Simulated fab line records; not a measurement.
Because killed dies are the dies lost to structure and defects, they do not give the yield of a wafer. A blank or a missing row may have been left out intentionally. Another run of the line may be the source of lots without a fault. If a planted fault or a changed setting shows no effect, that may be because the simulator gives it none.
Which tool is to blame?	flow nand harc	72 wafers from 24 lots sampled at 6 of the route's 1302 steps

## WHAT EACH GAUGE READ, for each wafer
NHARC_P_CONTACT_INSPECT_14.
lot	measured	on	raw defect count
L074	day 5 20:16	defect inspect-02	4 0 0
L075	day 6 11:14	defect inspect-02	6 2 5
L076	day 6 15:41	defect inspect-02	4 4 3
L077	day 7 04:42	defect inspect-01	2 2 3
L078	day 7 07:53	defect inspect-01	7 3 4
L079	day 7 20:53	defect inspect-02	1 1 3
L080	day 8 10:07	defect inspect-01	5 5 5
L081	day 8 22:53	defect inspect-02	2 3 2
L082	day 9 07:22	defect inspect-01	6 5 6
L083	day 9 10:43	defect inspect-02	3 6 2
L084	day 10 08:57	defect inspect-01	7 4 9
L085	day 10 12:02	defect inspect-02	2 7 11
L086	day 10 18:38	defect inspect-01	5 4 5
L087	day 11 10:25	defect inspect-02	3 2 5
L088	day 12 00:47	defect inspect-01	1 5 4
L089	day 12 01:15	defect inspect-02	4 6 5
L090	day 12 19:28	defect inspect-01	3 2 6
L091	day 12 23:39	defect inspect-01	3 7 6
L092	day 13 19:26	defect inspect-01	9 9 6
L093	day 14 00:13	defect inspect-01	3 5 2
L094	day 14 05:31	defect inspect-01	0 2 4
L095	day 14 10:19	defect inspect-02	1 3 3
L096	day 15 00:55	defect inspect-01	2 3 3
L097	day 15 12:15	defect inspect-01	0 1 1

NHARC_P_M0_INSPECT_11.
lot	measured	on	raw defect count
L074	day 6 00:28	defect inspect-02	9 10 7
L075	day 6 15:26	defect inspect-01	4 2 4
L076	day 6 19:55	defect inspect-02	2 1 1
L077	day 7 08:54	defect inspect-02	7 0 1
L078	day 7 12:06	defect inspect-01	4 3 1
L079	day 8 01:14	defect inspect-02	3 5 2
L080	day 8 14:19	defect inspect-02	9 5 2
L081	day 9 03:03	defect inspect-01	3 4 0
L082	day 9 11:42	defect inspect-02	5 4 5
L083	day 9 14:52	defect inspect-02	2 5 3
L084	day 10 13:07	defect inspect-02	6 5 12
L085	day 10 16:10	defect inspect-01	5 6 7
L086	day 10 22:49	defect inspect-02	7 0 7
L087	day 11 14:34	defect inspect-02	4 4 4
L088	day 12 04:50	defect inspect-02	2 6 2
L089	day 12 05:23	defect inspect-01	4 5 5
L090	day 12 23:47	defect inspect-02	4 4 5
L091	day 13 03:51	defect inspect-01	2 11 4
L092	day 13 23:35	defect inspect-01	9 10 7
L093	day 14 04:25	defect inspect-02	4 5 3
L094	day 14 09:43	defect inspect-01	5 0 2
L095	day 14 14:36	defect inspect-02	4 2 0
L096	day 15 05:04	defect inspect-02	0 4 2
L097	day 15 16:25	defect inspect-02	2 2 1

NHARC_P_M0_THK_MEAS_24: measures by xrf.
lot	measured	on	thk nm (nm)
L074	day 6 02:58	film metro-02	118.7 117.0 117.9
L075	day 6 17:47	film metro-02	119.7 116.2 119.8
L076	day 6 22:20	film metro-02	114.5 120.4 118.6
L077	day 7 11:22	film metro-01	119.7 118.1 115.5
L078	day 7 14:29	film metro-01	118.4 112.7 114.4
L079	day 8 03:44	film metro-02	117.1 118.0 116.2
L080	day 8 16:41	film metro-02	119.0 117.0 116.7
L081	day 9 05:44	film metro-02	118.4 120.3 117.4
L082	day 9 14:05	film metro-01	119.7 117.7 116.2
L083	day 9 17:34	film metro-01	117.8 119.3 116.7
L084	day 10 15:34	film metro-02	118.7 119.7 118.5
L085	day 10 18:35	film metro-01	118.6 119.8 119.6
L086	day 11 01:10	film metro-02	115.6 114.7 117.3
L087	day 11 16:56	film metro-01	116.2 117.8 116.8
L088	day 12 07:14	film metro-01	119.4 117.7 117.6
L089	day 12 07:55	film metro-02	116.8 118.2 119.2
L090	day 13 02:25	film metro-02	116.9 115.7 118.2
L091	day 13 06:26	film metro-02	116.2 112.0 116.2
L092	day 14 01:58	film metro-02	115.9 115.8 116.7
L093	day 14 06:47	film metro-02	118.7 117.3 119.5
L094	day 14 12:06	film metro-01	116.6 118.4 116.1
L095	day 14 16:59	film metro-02	117.0 117.9 115.6
L096	day 15 07:26	film metro-02	118.3 116.9 116.7
L097	day 15 18:49	film metro-02	115.8 118.4 117.6

NHARC_P_M2_CD_MEAS_09: the cd target is 170 nm.
lot	measured	on	cd nm (nm)
L074	day 6 08:46	cd sem-03	169.4 169.4 168.3
L075	day 6 23:28	cd sem-03	170.9 170.1 170.2
L076	day 7 03:55	cd sem-02	169.9 170.4 170.9
L077	day 7 17:05	cd sem-02	169.9 170.9 169.4
L078	day 7 20:16	cd sem-03	171.3 170.7 170.0
L079	day 8 09:53	cd sem-01	170.3 170.5 171.3
L080	day 8 22:38	cd sem-01	168.6 168.6 169.1
L081	day 9 11:40	cd sem-01	169.9 169.2 171.3
L082	day 9 20:59	cd sem-02	170.0 170.6 170.1
L083	day 10 00:01	cd sem-01	169.8 170.0 169.9
L084	day 10 21:11	cd sem-03	170.4 169.5 169.7
L085	day 11 00:18	cd sem-03	169.3 169.2 169.5
L086	day 11 06:57	cd sem-01	169.6 169.9 169.0
L087	day 11 22:32	cd sem-02	170.3 169.8 169.1
L088	day 12 12:55	cd sem-02	170.0 170.2 170.5
L089	day 12 13:59	cd sem-03	170.4 169.9 170.0
L090	day 13 07:58	cd sem-03	170.2 170.3 169.9
L091	day 13 12:08	cd sem-02	169.3 169.4 170.4
L092	day 14 07:34	cd sem-02	170.1 169.7 169.7
L093	day 14 12:59	cd sem-01	170.8 170.0 170.3
L094	day 14 18:13	cd sem-02	169.6 170.5 170.6
L095	day 14 22:37	cd sem-03	170.1 171.3 170.2
L096	day 15 12:53	cd sem-02	170.0 170.4 170.3
L097	day 16 00:32	cd sem-02	170.4 170.3 170.3

NHARC_P_M2_INSPECT_11.
lot	measured	on	raw defect count
L074	day 6 08:52	defect inspect-02	7 11 11
L075	day 6 23:35	defect inspect-01	5 2 4
L076	day 7 04:02	defect inspect-02	5 2 0
L077	day 7 17:13	defect inspect-02	8 4 4
L078	day 7 20:23	defect inspect-01	3 0 1
L079	day 8 10:00	defect inspect-02	1 5 2
L080	day 8 22:46	defect inspect-01	2 4 2
L081	day 9 11:47	defect inspect-01	2 4 5
L082	day 9 21:07	defect inspect-02	7 1 5
L083	day 10 00:09	defect inspect-01	3 3 1
L084	day 10 21:18	defect inspect-02	5 5 11
L085	day 11 00:25	defect inspect-02	6 8 9
L086	day 11 07:05	defect inspect-02	5 6 1
L087	day 11 22:40	defect inspect-01	2 2 10
L088	day 12 13:02	defect inspect-02	3 6 2
L089	day 12 14:06	defect inspect-02	6 4 5
L090	day 13 08:07	defect inspect-01	4 7 4
L091	day 13 12:16	defect inspect-01	3 7 5
L092	day 14 07:41	defect inspect-02	9 8 8
L093	day 14 13:07	defect inspect-02	4 7 4
L094	day 14 18:21	defect inspect-01	4 0 3
L095	day 14 22:44	defect inspect-02	3 2 6
L096	day 15 13:01	defect inspect-01	0 2 2
L097	day 16 00:40	defect inspect-02	7 2 3

## EACH LOT AND THE TOOL THAT RAN IT (in order: tool; ch and the chambers of the sampled wafers; start)
lot	NHARC_P_M0_ETCH_15
L074	rie diel-11 ch 0,3, day 6 00:49
L075	rie diel-11 ch 1,2, day 6 17:47 or earlier
L076	rie diel-04 ch 0,2,3, day 6 22:20 or earlier
L077	rie diel-04 ch 0,1,3, day 7 11:22 or earlier
L078	rie diel-11 ch 0,1,2, day 7 14:29 or earlier
L079	rie diel-11 ch 0,3, day 8 03:44 or earlier
L080	rie diel-11 ch 0,1, day 8 16:41 or earlier
L081	rie diel-13 ch 2,3, day 9 05:44 or earlier
L082	rie diel-13 ch 0,1,2, day 9 14:05 or earlier
L083	rie diel-11 ch 1,2, day 9 17:34 or earlier
L084	rie diel-11 ch 0,2, day 10 15:34 or earlier
L085	rie diel-11 ch 0,3, day 10 18:35 or earlier
L086	rie diel-11 ch 0,1,3, day 11 01:10 or earlier
L087	rie diel-11 ch 1,3, day 11 16:56 or earlier
L088	rie diel-11 ch 0,2,3, day 12 07:14 or earlier
L089	rie diel-11 ch 0,1, day 12 07:55 or earlier
L090	rie diel-04 ch 2,3, day 13 02:25 or earlier
L091	rie diel-04 ch 0,3, day 13 06:26 or earlier
L092	rie diel-13 ch 0,1, day 14 01:58 or earlier
L093	rie diel-11 ch 0,2,3, day 14 06:47 or earlier
L094	rie diel-04 ch 0,1,2, day 14 12:06 or earlier
L095	rie diel-11 ch 1,2,3, day 14 16:59 or earlier
L096	rie diel-11 ch 0,1,3, day 15 07:26 or earlier
L097	rie diel-04 ch 0,1,2, day 15 18:49 or earlier
- NHARC_P_M0_ETCH_15: etches the open film in C4F8/Ar, target depth 150 nm, overetch 15 nm, time 82.5 s.

## WHAT THE TOOLS THEMSELVES READ (means of the sampled wafers that have a number; where no wafer has one, the mark that the record gives instead)
NHARC_P_M0_ETCH_15.
lot	tool	bias w (W)	oes product au (a.u.)	rf vpp V (V)
L074	rie diel-11	300.1	0.955	444.3
L075	rie diel-11	300.6	0.968	441.9
L076	rie diel-04	300.4	0.919	440.5
L077	rie diel-04	300.0	0.946	442.7
L078	rie diel-11	300.3	0.967	442.7
L079	rie diel-11	299.8	0.970	444.2
L080	rie diel-11	300.5	0.967	443.3
L081	rie diel-13	299.4	0.963	440.9
L082	rie diel-13	300.8	0.972	439.2
L083	rie diel-11	299.5	0.957	440.5
L084	rie diel-11	299.1	0.961	444.1
L085	rie diel-11	300.0	0.972	444.2
L086	rie diel-11	300.4	0.934	442.4
L087	rie diel-11	299.9	0.977	441.8
L088	rie diel-11	299.6	0.973	444.1
L089	rie diel-11	299.9	0.980	440.9
L090	rie diel-04	300.0	0.953	437.8
L091	rie diel-04	299.9	0.930	441.9
L092	rie diel-13	300.2	0.977	437.3
L093	rie diel-11	299.6	0.958	443.6
L094	rie diel-04	299.6	0.919	441.8
L095	rie diel-11	300.7	0.969	441.7
L096	rie diel-11	299.5	0.946	442.9
L097	rie diel-04	300.5	0.975	441.9

## THE ANSWER, worked out from the rows above alone
Rule: the usual values come from the lots themselves. Put in order of their means at a reading, lots are off if they are a third of the lots or fewer, leave a main group of 4 or more, and stand apart from it by a gap of 3 or more times the standard deviation of the main group's means; of several such gaps the widest counts. Not used: any main group whose means are identical at the precision the tables above print for the reading. A lot without any number at a reading at which 4 lots or more have one is off too. Any other lot the step has rows for is counted as sound. After the gauges, taken in route order, come the tools' own readings; for these a lot's mean is taken, as printed above. The first step at which some lot is off is used, and at that step the reading that is off furthest; a lot without a number counts as furthest.
No lot is off on any of the readings shown, so nothing can be concluded from this.

## WHAT HAD BEEN PUT IN BY THE SIMULATOR
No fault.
